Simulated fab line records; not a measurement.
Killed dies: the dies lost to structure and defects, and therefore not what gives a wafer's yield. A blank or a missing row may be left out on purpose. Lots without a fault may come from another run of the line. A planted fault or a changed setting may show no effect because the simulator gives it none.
fab line records ; flow nand-harc ; part 1 of 2: steps 1 to 19 of 28
record lots=5; wafers=15; last-day=25
route steps=1159 shown A_STAIRCASE@605
lots with no fault: from the same line, run without faults
start-h: start of the lot's first displayed wafer, in hours after the record's first day ; wait-h: hours from the lot's prior step to this one ; " unchanged from the row above ; L1.1+2: several wafers, shown together as one row ; - no value present, or no start provided ; * or withheld: withheld ; < > ~ a bound
route shown NAME@n: a module of which the file shows steps, and the number in the route of the first ; usual: mean/standard deviation taken from wafers without a fault ; same: alike in all rows ; chamber/n: place in a boat ; sites: readings site by site ; _std_site: the values' standard deviation ; _edge_site: outer sites' mean less inner sites' ; radius-mm: how far each site lies from the wafer's centre ; mask NAME#n: copy n ; behind: the last tool/chamber to shape the wafer ; hold: reason for holding the lot/hours on hold/outcome of the hold ; device: the transistor (n, p or np) that didn't switch ; end of line: the tests these same wafers got at the end of their route ; step lacking rows: just its recipe ; killed: at the first sort, the dies lost to defects and structure; wafer yield is something else ; map: per-die view of a wafer (x killed, . not killed, _ where there is no die)
set.NAME: the setting as run; set.NAME@STEP: as run at that earlier step ; model.NAME: the simulator's own value behind a step, which no gauge read
lots at some steps of the route; a table a step, a row a wafer
services: a tool's chamber out of use, with start hour (start-h, from the record's first day; less than 0 if before it), hours out, and reason
## steps
# step NHARC_A_STAIRCASE_COAT_211
# recipe spin-rpm=1200
lot.wafer;tool;chamber;start-h;wait-h
L075.2+4+5;litho-track-02;0;-;-
L079.1+2+6;litho-track-03;0;-;-
L087.1+2+3;litho-track-03;0;-;-
L091.1+5+6;litho-track-02;0;-;-
L097.1+2+4;litho-track-05;0;-;-
# step NHARC_A_STAIRCASE_SOFTBAKE_212
# recipe temp-c=135; time-s=170
# usual heater-power-total-W=134.4/1
lot.wafer;tool;chamber;start-h;wait-h;heater-power-total-W
L075.2;litho-track-02;0;-;-;135.8
L075.4;litho-track-02;0;-;-;133.2
L075.5;litho-track-02;0;-;-;135.5
L079.1;litho-track-03;0;-;-;133.3
L079.2;litho-track-03;0;-;-;134.3
L079.6;litho-track-03;0;-;-;133.2
L087.1;litho-track-03;0;-;-;136.4
L087.2;litho-track-03;0;-;-;134.4
L087.3;litho-track-03;0;-;-;134.7
L091.1;litho-track-02;0;-;-;133.2
L091.5;litho-track-02;0;-;-;133.3
L091.6;litho-track-02;0;-;-;135.5
L097.1;litho-track-05;0;-;-;133.1
L097.2;litho-track-05;0;-;-;135.5
L097.4;litho-track-05;0;-;-;135.5
# step NHARC_A_STAIRCASE_EBR_213
lot.wafer;tool;chamber;start-h;wait-h
L075.2+4+5;litho-track-02;0;-;-
L079.1+2+6;litho-track-03;0;-;-
L087.1+2+3;litho-track-03;0;-;-
L091.1+5+6;litho-track-02;0;-;-
L097.1+2+4;litho-track-05;0;-;-
# step NHARC_A_STAIRCASE_EXPOSE_214
# recipe na=0.5; dose-mj=31.26; mask-id=STAIR_3
lot.wafer;tool;chamber;start-h;wait-h;mask
L075.2+4+5;krf-scanner-02;0;256.68;-;STAIR_3#0
L079.1+2+6;krf-scanner-03;0;265.10;-;STAIR_3#0
L087.1+2+3;krf-scanner-04;0;324.13;-;STAIR_3#0
L091.1+5+6;krf-scanner-04;0;340.20;-;STAIR_3#0
L097.1+2+4;krf-scanner-02;0;395.67;-;STAIR_3#0
# step NHARC_A_STAIRCASE_PEB_215
# recipe peb-temp-c=115; peb-time-s=130
# usual heater-power-total-W=123.84/0.21
lot.wafer;tool;chamber;start-h;wait-h;heater-power-total-W
L075.2;litho-track-05;0;256.74;0.1;123.98
L075.4;litho-track-05;0;256.74;0.1;123.50
L075.5;litho-track-05;0;256.74;0.1;124.05
L079.1;litho-track-02;0;265.16;0.1;124.04
L079.2;litho-track-02;0;265.16;0.1;123.70
L079.6;litho-track-02;0;265.16;0.1;123.65
L087.1;litho-track-02;0;324.20;0.1;123.71
L087.2;litho-track-02;0;324.20;0.1;123.39
L087.3;litho-track-02;0;324.20;0.1;123.70
L091.1;litho-track-03;0;340.27;0.1;123.90
L091.5;litho-track-03;0;340.27;0.1;124.02
L091.6;litho-track-03;0;340.27;0.1;123.41
L097.1;litho-track-02;0;395.73;0.1;123.89
L097.2;litho-track-02;0;395.73;0.1;123.41
L097.4;litho-track-02;0;395.73;0.1;123.68
# step NHARC_A_STAIRCASE_DEVELOP_216
# recipe time-s=140
lot.wafer;tool;chamber;start-h;wait-h
L075.2+4+5;litho-track-05;0;-;-
L079.1+2+6;litho-track-02;0;-;-
L087.1+2+3;litho-track-02;0;-;-
L091.1+5+6;litho-track-03;0;-;-
L097.1+2+4;litho-track-02;0;-;-
# step NHARC_A_STAIRCASE_HARDBAKE_218
# recipe temp-c=120; time-s=140
# usual heater-power-total-W=127.35/0.25
lot.wafer;tool;chamber;start-h;wait-h;heater-power-total-W
L075.2;litho-track-05;0;256.96;-;127.28
L075.4;litho-track-05;0;256.96;-;127.27
L075.5;litho-track-05;0;256.96;-;127.18
L079.1;litho-track-03;0;265.38;-;127.33
L079.2;litho-track-03;0;265.38;-;127.19
L079.6;litho-track-03;0;265.38;-;127.13
L087.1;litho-track-02;0;324.43;-;127.12
L087.2;litho-track-02;0;324.43;-;127.30
L087.3;litho-track-02;0;324.43;-;127.27
L091.1;litho-track-03;0;340.49;-;127.16
L091.5;litho-track-03;0;340.49;-;127.47
L091.6;litho-track-03;0;340.49;-;126.90
L097.1;litho-track-03;0;395.95;-;126.97
L097.2;litho-track-03;0;395.95;-;127.03
L097.4;litho-track-03;0;395.95;-;126.95
# step NHARC_A_STAIRCASE_DESCUM_219
# recipe time-s=3; o2-flow-sccm=200; ar-flow-sccm=0; bias-power-w=0; chemistry=O2
# usual drypump-motor-current-A=6.1/0.42; oes-product-au=0.998/0.008; rf-vpp-V=57.7/0.91; showerhead-plenum-p-Torr=1.91/0.08; throttle-valve-pct=11.312/0.0083
lot.wafer;tool;chamber;start-h;wait-h;drypump-motor-current-A;oes-product-au;rf-hours-counter-h;rf-vpp-V;showerhead-plenum-p-Torr;throttle-valve-pct
L075.2;rie-diel-12;3;257.05;-;5.8;1.003;15;57.1;1.99;11.312
L075.4;rie-diel-12;1;257.05;-;6.5;0.993;17;56.3;1.78;11.315
L075.5;rie-diel-12;3;257.05;-;5.8;1.000;-;58.4;1.99;11.310
L079.2;rie-diel-12;2;265.47;-;6.7;0.989;21;57.4;2.01;11.313
L079.1;rie-diel-12;1;265.47;-;6.5;0.984;21;57.0;1.78;11.305
L079.6;rie-diel-12;1;265.47;-;6.5;0.993;-;57.9;1.78;11.322
L087.3;rie-diel-12;2;324.55;-;6.7;0.994;39;57.9;2.00;11.298
L087.1;rie-diel-12;3;324.55;-;5.8;0.996;40;58.6;1.98;11.311
L087.2;rie-diel-12;0;324.55;-;5.8;0.987;40;57.7;1.96;11.336
L091.1;rie-diel-10;3;340.61;-;5.7;1.011;61;57.2;1.94;11.311
L091.6;rie-diel-10;0;340.61;-;5.7;1.002;-;58.0;1.90;11.326
L091.5;rie-diel-10;1;340.61;-;5.2;0.996;-;56.2;1.80;11.307
L097.1;rie-diel-12;2;396.10;-;6.7;0.987;3;58.0;2.00;11.312
L097.2;rie-diel-12;3;396.10;-;5.8;0.995;3;58.8;1.98;11.306
L097.4;rie-diel-12;0;396.10;-;5.8;0.993;3;57.1;1.96;11.317
# step NHARC_A_STAIRCASE_TRIM_220
# recipe time-s=211.2; o2-flow-sccm=500; ar-flow-sccm=0; bias-w=0; chemistry=O2
# usual drypump-motor-current-A=6.1/0.4; oes-product-au=0.998/0.0082; rf-vpp-V=57.8/0.84; showerhead-plenum-p-Torr=3.52/0.14; throttle-valve-pct=17.037/0.0085
lot.wafer;tool;chamber;start-h;wait-h;drypump-motor-current-A;oes-product-au;rf-hours-counter-h;rf-vpp-V;showerhead-plenum-p-Torr;throttle-valve-pct
L075.2;rie-diel-12;0;257.13;0.1;5.9;0.985;15;57.5;3.63;17.021
L075.4;rie-diel-12;3;257.13;0.1;5.8;0.993;15;58.9;3.66;17.042
L075.5;rie-diel-12;1;257.13;0.1;6.5;1.002;-;58.8;3.30;17.039
L079.2;rie-diel-12;2;265.61;0.1;6.7;0.999;21;58.9;3.70;17.039
L079.1;rie-diel-12;1;265.61;0.1;6.5;1.007;21;57.6;3.30;17.038
L079.6;rie-diel-12;2;265.61;0.1;6.7;0.990;-;59.7;3.70;17.042
L087.2;rie-diel-12;3;324.62;0.1;5.8;0.995;40;58.0;3.65;17.041
L087.3;rie-diel-12;1;324.62;0.1;6.5;1.004;45;58.0;3.29;17.033
L087.1;rie-diel-12;2;324.62;0.1;6.7;1.010;39;57.2;3.68;17.028
L091.1;rie-diel-10;1;340.67;0.1;5.2;0.996;57;58.2;3.34;17.033
L091.6;rie-diel-10;1;340.67;0.1;5.2;1.001;-;57.7;3.34;17.036
L091.5;rie-diel-10;2;340.67;0.1;5.2;1.000;-;58.0;3.60;17.044
L097.4;rie-diel-12;3;396.19;0.1;5.8;0.986;3;59.6;3.64;17.024
L097.2;rie-diel-12;0;396.19;0.1;5.9;0.984;3;57.5;3.60;17.048
L097.1;rie-diel-12;2;396.19;0.1;6.7;0.981;3;58.0;3.67;17.018
# step NHARC_A_STAIRCASE_ETCH_221
# recipe target-depth-a=1000; time-s=40.5; ion-energy-ev=400; c4f8-flow-sccm=20; o2-flow-sccm=10; ar-flow-sccm=withheld; rf-w=600; bias-w=1000; chemistry=C4F8/O2
# usual oes-product-au=0.937/0.015; rf-vpp-V=896/5.2
lot.wafer;tool;chamber;start-h;wait-h;oes-product-au;rf-hours-counter-h;rf-vpp-V
L075.4;rie-diel-12;3;-;-;0.943;15;900
L075.2;rie-diel-12;0;-;-;0.942;15;898
L075.5;rie-diel-12;2;-;-;0.939;-;902
L079.1;rie-diel-12;1;-;-;0.938;21;887
L079.2;rie-diel-12;2;-;-;0.931;21;901
L079.6;rie-diel-12;2;-;-;0.931;-;902
L087.3;rie-diel-12;2;-;-;0.914;39;901
L087.2;rie-diel-12;3;-;-;0.934;40;900
L087.1;rie-diel-12;1;-;-;0.950;45;887
L091.1;rie-diel-10;0;-;-;0.956;62;895
L091.6;rie-diel-10;1;-;-;0.941;-;889
L091.5;rie-diel-10;2;-;-;0.957;-;899
L097.4;rie-diel-12;1;-;-;0.931;3;907
L097.1;rie-diel-12;2;-;-;0.917;4;899
L097.2;rie-diel-12;3;-;-;0.923;3;899
# step NHARC_A_STAIRCASE_TRIM_222
# recipe time-s=211.2; o2-flow-sccm=500; ar-flow-sccm=0; bias-w=0; chemistry=O2
# usual drypump-motor-current-A=6.2/0.41; oes-product-au=1.000/0.0077; rf-vpp-V=57.8/0.91; showerhead-plenum-p-Torr=3.52/0.14; throttle-valve-pct=17.036/0.0093
lot.wafer;tool;chamber;start-h;wait-h;drypump-motor-current-A;oes-product-au;rf-hours-counter-h;rf-vpp-V;showerhead-plenum-p-Torr;throttle-valve-pct
L075.2;rie-diel-12;3;-;-;5.9;1.009;15;57.9;3.66;17.034
L075.4;rie-diel-12;1;-;-;6.5;0.999;17;58.2;3.30;17.028
L075.5;rie-diel-12;3;-;-;5.8;1.001;-;57.3;3.66;17.043
L079.1;rie-diel-12;2;-;-;6.7;1.000;21;57.7;3.69;17.035
L079.2;rie-diel-12;1;-;-;6.5;1.015;21;57.1;3.30;17.056
L079.6;rie-diel-12;1;-;-;6.5;0.994;-;55.9;3.30;17.034
L087.1;rie-diel-12;1;-;-;6.5;0.994;45;57.7;3.29;17.040
L087.3;rie-diel-12;3;-;-;5.8;0.995;40;59.7;3.65;17.033
L087.2;rie-diel-12;0;-;-;5.8;0.999;40;58.4;3.61;17.047
L091.1;rie-diel-10;0;-;-;5.8;1.004;62;57.3;3.51;17.047
L091.6;rie-diel-10;3;-;-;5.7;1.003;-;57.6;3.58;17.040
L091.5;rie-diel-10;0;-;-;5.8;1.003;-;57.4;3.51;17.018
L097.2;rie-diel-12;0;-;-;5.9;0.993;3;57.7;3.60;17.023
L097.1;rie-diel-12;1;-;-;6.5;1.001;3;57.9;3.81;17.030
L097.4;rie-diel-12;2;-;-;6.7;0.975;4;58.8;3.67;17.026
# step NHARC_A_STAIRCASE_ETCH_223
# recipe target-depth-a=1000; time-s=40.5; ion-energy-ev=400; c4f8-flow-sccm=20; o2-flow-sccm=10; ar-flow-sccm=withheld; rf-w=600; bias-w=1000; chemistry=C4F8/O2
# usual oes-product-au=0.943/0.016; rf-vpp-V=896/5.2
lot.wafer;tool;chamber;start-h;wait-h;oes-product-au;rf-hours-counter-h;rf-vpp-V
L075.2;rie-diel-12;1;-;-;0.929;17;887
L075.4;rie-diel-12;3;-;-;0.941;15;900
L075.5;rie-diel-12;1;-;-;0.930;-;888
L079.1;rie-diel-12;2;-;-;0.944;21;902
L079.2;rie-diel-12;1;-;-;0.940;21;887
L079.6;rie-diel-12;1;-;-;0.945;-;886
L087.2;rie-diel-12;0;-;-;0.942;40;900
L087.1;rie-diel-12;1;-;-;0.938;45;886
L087.3;rie-diel-12;2;-;-;0.936;39;902
L091.1;rie-diel-10;2;-;-;0.947;56;898
L091.5;rie-diel-10;0;-;-;0.944;-;896
L091.6;rie-diel-10;1;-;-;0.939;-;890
L097.4;rie-diel-12;2;-;-;0.920;4;900
L097.2;rie-diel-12;0;-;-;0.928;3;898
L097.1;rie-diel-12;1;-;-;0.943;3;906
# step NHARC_A_STAIRCASE_TRIM_224
# recipe time-s=211.2; o2-flow-sccm=500; ar-flow-sccm=0; bias-w=0; chemistry=O2
# usual drypump-motor-current-A=6.1/0.41; oes-product-au=0.999/0.0076; rf-vpp-V=57.7/0.83; showerhead-plenum-p-Torr=3.52/0.14; throttle-valve-pct=17.034/0.0092
lot.wafer;tool;chamber;start-h;wait-h;drypump-motor-current-A;oes-product-au;rf-hours-counter-h;rf-vpp-V;showerhead-plenum-p-Torr;throttle-valve-pct
L075.2;rie-diel-12;3;-;-;5.8;1.001;15;58.0;3.66;17.032
L075.4;rie-diel-12;1;-;-;6.5;0.998;17;56.4;3.30;17.037
L075.5;rie-diel-12;2;-;-;6.7;0.999;-;57.7;3.70;17.039
L079.2;rie-diel-12;1;-;-;6.5;0.996;21;58.3;3.30;17.026
L079.1;rie-diel-12;2;-;-;6.7;0.996;21;58.0;3.70;17.043
L079.6;rie-diel-12;1;-;-;6.5;1.005;-;56.0;3.30;17.027
L087.1;rie-diel-12;3;-;-;5.8;1.001;40;58.2;3.65;17.041
L087.2;rie-diel-12;0;-;-;5.8;0.995;40;58.3;3.61;17.030
L087.3;rie-diel-12;1;-;-;6.5;1.017;45;56.4;3.29;17.028
L091.1;rie-diel-10;3;-;-;5.7;0.990;61;58.5;3.58;17.024
L091.5;rie-diel-10;1;-;-;5.2;0.998;-;58.3;3.34;17.031
L091.6;rie-diel-10;2;-;-;5.2;0.990;-;56.9;3.60;17.028
L097.4;rie-diel-12;2;-;-;6.7;0.973;4;56.8;3.67;17.038
L097.1;rie-diel-12;3;-;-;5.8;0.995;4;57.2;3.64;17.031
L097.2;rie-diel-12;1;-;-;6.5;0.991;3;58.4;3.81;17.031
# step NHARC_A_STAIRCASE_ETCH_225
# recipe target-depth-a=1000; time-s=40.5; ion-energy-ev=400; c4f8-flow-sccm=20; o2-flow-sccm=10; ar-flow-sccm=withheld; rf-w=600; bias-w=1000; chemistry=C4F8/O2
# usual oes-product-au=0.939/0.01; rf-vpp-V=896/5.2
lot.wafer;tool;chamber;start-h;wait-h;oes-product-au;rf-hours-counter-h;rf-vpp-V
L075.4;rie-diel-12;3;-;-;0.922;16;900
L075.2;rie-diel-12;1;-;-;0.953;17;887
L075.5;rie-diel-12;3;-;-;0.937;-;899
L079.2;rie-diel-12;2;-;-;0.937;21;902
L079.1;rie-diel-12;1;-;-;0.935;22;888
L079.6;rie-diel-12;1;-;-;0.942;-;887
L087.3;rie-diel-12;0;-;-;0.929;40;898
L087.1;rie-diel-12;1;-;-;0.939;45;886
L087.2;rie-diel-12;3;-;-;0.931;40;900
L091.1;rie-diel-10;3;-;-;0.953;61;897
L091.6;rie-diel-10;2;-;-;0.948;-;898
L091.5;rie-diel-10;3;-;-;0.949;-;898
L097.4;rie-diel-12;3;-;-;0.941;4;900
L097.1;rie-diel-12;1;-;-;0.930;3;905
L097.2;rie-diel-12;2;-;-;0.916;4;900
# step NHARC_A_STAIRCASE_TRIM_226
# recipe time-s=211.2; o2-flow-sccm=500; ar-flow-sccm=0; bias-w=0; chemistry=O2
# usual drypump-motor-current-A=6.1/0.4; oes-product-au=1.000/0.0085; rf-vpp-V=57.7/0.87; showerhead-plenum-p-Torr=3.52/0.14; throttle-valve-pct=17.036/0.0094
lot.wafer;tool;chamber;start-h;wait-h;drypump-motor-current-A;oes-product-au;rf-hours-counter-h;rf-vpp-V;showerhead-plenum-p-Torr;throttle-valve-pct
L075.4;rie-diel-12;0;-;-;5.8;0.996;16;57.6;3.63;17.043
L075.2;rie-diel-12;2;-;-;6.7;0.997;17;58.5;3.70;17.028
L075.5;rie-diel-12;3;-;-;5.8;0.996;-;58.4;3.66;17.027
L079.2;rie-diel-12;2;-;-;6.7;0.993;21;57.4;3.69;17.025
L079.1;rie-diel-12;1;-;-;6.5;0.990;22;57.2;3.30;17.037
L079.6;rie-diel-12;2;-;-;6.7;0.994;-;59.1;3.69;17.032
L087.3;rie-diel-12;0;-;-;5.8;0.976;40;58.4;3.61;17.028
L087.2;rie-diel-12;2;-;-;6.7;1.003;39;56.6;3.68;17.035
L087.1;rie-diel-12;3;-;-;5.8;0.991;40;57.8;3.65;17.038
L091.1;rie-diel-10;0;-;-;5.8;1.011;63;59.6;3.51;17.035
L091.6;rie-diel-10;1;-;-;5.2;0.985;-;57.4;3.34;17.022
L091.5;rie-diel-10;2;-;-;5.2;1.001;-;57.2;3.59;17.038
L097.4;rie-diel-12;0;-;-;5.8;0.974;3;57.4;3.60;17.032
L097.2;rie-diel-12;1;-;-;6.5;0.997;3;58.7;3.81;17.046
L097.1;rie-diel-12;3;-;-;5.8;0.996;4;57.8;3.64;17.033
# step NHARC_A_STAIRCASE_ETCH_227
# recipe target-depth-a=1000; time-s=40.5; ion-energy-ev=400; c4f8-flow-sccm=20; o2-flow-sccm=10; ar-flow-sccm=withheld; rf-w=600; bias-w=1000; chemistry=C4F8/O2
# usual oes-product-au=0.940/0.01; rf-vpp-V=896/5.4
lot.wafer;tool;chamber;start-h;wait-h;oes-product-au;rf-hours-counter-h;rf-vpp-V
L075.2;rie-diel-12;3;-;-;0.927;16;901
L075.4;rie-diel-12;0;-;-;0.917;16;899
L075.5;rie-diel-12;1;-;-;0.933;-;887
L079.1;rie-diel-12;2;-;-;0.934;22;902
L079.2;rie-diel-12;1;-;-;0.935;22;887
L079.6;rie-diel-12;2;-;-;0.939;-;903
L087.2;rie-diel-12;2;-;-;0.949;39;902
L087.3;rie-diel-12;3;-;-;0.937;40;901
L087.1;rie-diel-12;0;-;-;0.934;40;898
L091.1;rie-diel-10;1;-;-;0.930;58;889
L091.6;rie-diel-10;0;-;-;0.959;-;896
L091.5;rie-diel-10;1;-;-;0.928;-;890
L097.1;rie-diel-12;1;-;-;0.927;4;905
L097.4;rie-diel-12;3;-;-;0.941;4;899
L097.2;rie-diel-12;0;-;-;0.926;3;898
# step NHARC_A_STAIRCASE_TRIM_229
# recipe time-s=211.2; o2-flow-sccm=500; ar-flow-sccm=0; bias-w=0; chemistry=O2
# usual drypump-motor-current-A=6.1/0.45; oes-product-au=1.000/0.0075; rf-vpp-V=57.8/0.83; showerhead-plenum-p-Torr=3.51/0.14; throttle-valve-pct=17.036/0.0087
lot.wafer;tool;chamber;start-h;wait-h;drypump-motor-current-A;oes-product-au;rf-hours-counter-h;rf-vpp-V;showerhead-plenum-p-Torr;throttle-valve-pct
L075.2;rie-diel-12;3;258.33;0.1;5.8;0.997;16;57.0;3.66;17.043
L075.4;rie-diel-12;0;258.33;0.1;5.8;0.996;16;58.1;3.63;17.042
L075.5;rie-diel-12;3;258.33;0.1;5.8;1.008;-;59.0;3.66;17.026
L079.2;rie-diel-12;2;267.09;0.1;6.7;1.005;22;58.1;3.69;17.039
L079.1;rie-diel-12;1;267.09;0.1;6.5;1.001;22;56.7;3.30;17.051
L079.6;rie-diel-12;1;267.09;0.1;6.5;0.997;-;56.4;3.30;17.037
L087.3;rie-diel-12;1;325.67;0.1;6.5;1.002;46;58.4;3.29;17.029
L087.2;rie-diel-12;2;325.67;0.1;6.7;0.994;39;58.7;3.68;17.026
L087.1;rie-diel-12;3;325.67;0.1;5.8;0.990;40;56.6;3.65;17.031
L091.1;rie-diel-10;0;341.73;0.1;5.8;1.002;63;56.7;3.51;17.029
L091.5;rie-diel-10;3;341.73;0.1;5.6;0.996;-;56.4;3.58;17.041
L091.6;rie-diel-10;0;341.73;0.1;5.7;1.002;-;57.8;3.51;17.035
L097.1;rie-diel-10;0;397.42;0.1;5.7;1.000;13;57.4;3.50;17.048
L097.2;rie-diel-10;1;397.42;0.1;5.2;0.999;13;56.5;3.33;17.014
L097.4;rie-diel-10;2;397.42;0.1;5.2;0.993;14;57.3;3.59;17.040
# step NHARC_A_STAIRCASE_ETCH_230
# recipe target-depth-a=1000; time-s=40.5; ion-energy-ev=400; c4f8-flow-sccm=20; o2-flow-sccm=10; ar-flow-sccm=withheld; rf-w=600; bias-w=1000; chemistry=C4F8/O2
# usual oes-product-au=0.946/0.016; rf-vpp-V=895/5.1
lot.wafer;tool;chamber;start-h;wait-h;oes-product-au;rf-hours-counter-h;rf-vpp-V
L075.2;rie-diel-12;0;-;-;0.926;16;899
L075.4;rie-diel-12;2;-;-;0.932;18;902
L075.5;rie-diel-12;1;-;-;0.920;-;887
L079.2;rie-diel-12;2;267.42;0.3;0.944;22;901
L079.1;rie-diel-12;1;267.42;0.3;0.948;22;888
L079.6;rie-diel-12;1;267.42;0.3;0.946;-;887
L087.1;rie-diel-12;2;-;-;0.958;39;901
L087.2;rie-diel-12;3;-;-;0.959;40;901
L087.3;rie-diel-12;0;-;-;0.943;40;901
L091.1;rie-diel-10;3;-;-;0.945;61;897
L091.5;rie-diel-10;3;-;-;0.953;-;898
L091.6;rie-diel-10;0;-;-;0.957;-;895
L097.2;rie-diel-10;3;-;-;0.936;15;898
L097.1;rie-diel-10;0;-;-;0.945;13;894
L097.4;rie-diel-10;2;-;-;0.936;14;899
# step NHARC_A_STAIRCASE_TRIM_231
# recipe time-s=211.2; o2-flow-sccm=500; ar-flow-sccm=0; bias-w=0; chemistry=O2
# usual drypump-motor-current-A=6.1/0.47; oes-product-au=1.002/0.0088; rf-vpp-V=57.8/0.86; showerhead-plenum-p-Torr=3.52/0.14; throttle-valve-pct=17.035/0.0093
lot.wafer;tool;chamber;start-h;wait-h;drypump-motor-current-A;oes-product-au;rf-hours-counter-h;rf-vpp-V;showerhead-plenum-p-Torr;throttle-valve-pct
L075.2;rie-diel-12;1;-;-;6.5;0.998;18;58.0;3.30;17.035
L075.4;rie-diel-12;2;-;-;6.7;1.000;18;56.9;3.70;17.040
L075.5;rie-diel-12;3;-;-;5.8;1.001;-;58.3;3.66;17.018
L079.1;rie-diel-12;2;267.53;0.1;6.7;0.992;22;58.6;3.69;17.040
L079.2;rie-diel-12;1;267.53;0.1;6.5;1.009;22;55.9;3.30;17.032
L079.6;rie-diel-12;1;267.53;0.1;6.5;1.005;-;56.3;3.30;17.036
L087.3;rie-diel-12;2;-;-;6.7;1.000;39;58.6;3.68;17.049
L087.1;rie-diel-12;3;-;-;5.8;0.998;40;57.3;3.65;17.034
L087.2;rie-diel-12;0;-;-;5.8;0.994;40;59.3;3.61;17.036
L091.1;rie-diel-10;3;-;-;5.6;1.008;61;58.8;3.58;17.052
L091.6;rie-diel-10;3;-;-;5.6;1.011;-;58.4;3.58;17.033
L091.5;rie-diel-10;0;-;-;5.8;1.010;-;57.8;3.51;17.021
L097.1;rie-diel-10;1;-;-;5.2;0.991;13;58.6;3.33;17.031
L097.2;rie-diel-10;2;-;-;5.2;0.996;15;56.5;3.59;17.017
L097.4;rie-diel-10;3;-;-;5.7;1.006;15;57.5;3.57;17.030
